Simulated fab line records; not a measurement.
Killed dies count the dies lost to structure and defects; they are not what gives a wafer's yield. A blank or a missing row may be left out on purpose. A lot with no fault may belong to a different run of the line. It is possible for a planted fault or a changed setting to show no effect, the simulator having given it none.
Chamber matching | flow nand harc | NHARC_A_STAIRCASE_DEP_156 on pecvd-02 has 3 sister chambers
The step deposits SiNx, target thk 50 nm. 3 wafers are shown with their chamber, then 10 later ones without.

## WAFERS PAIRED WITH THEIR CHAMBERS
wafer  | chamber | heater power w (W)
L086.5 | 1       | 552
L087.2 | 0       | 839
L087.3 | 2       | 777

## WAFERS WHOSE CHAMBER IS MISSING
wafer  | heater power w (W)
L087.4 | 478
L089.1 | 545
L089.3 | 979
L089.4 | 973
L090.4 | 927
L090.5 | 565
L090.6 | 711
L095.1 | 913
L095.4 | 555
L095.5 | 911

## EACH ONE'S CHAMBER
wafer  | from the rows above          | in truth
L087.4 | 1                            | 1
L089.1 | 1                            | 1
L089.3 | can't be placed: 0 or 2      | 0
L089.4 | can't be placed: 0 or 2      | 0
L090.4 | can't be placed: 0 or 2      | 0
L090.5 | 1                            | 1
L090.6 | can't be placed: 2 or 0 or 1 | 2
L095.1 | can't be placed: 0 or 2      | 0
L095.4 | 1                            | 1
L095.5 | can't be placed: 0 or 2      | 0
Correctly placed: 4 of 10. Cannot be placed on the basis of these rows: 6; the candidates contain the true chamber in 6. 0 placed wrongly.
How it was worked out, from the rows above alone: a wafer's distance from a chamber is the root of the sum, over the readings, of the square of ((its reading less the chamber's mean) divided by the reading's scatter). The wafer belongs to the nearest chamber; if the next one is less than 2 further off, it can't be placed. The mean given for a chamber averages the wafers shown for that chamber. The scatter: root of mean squared gap, hidden wafer to nearest shown wafer, with one shown wafer a chamber.
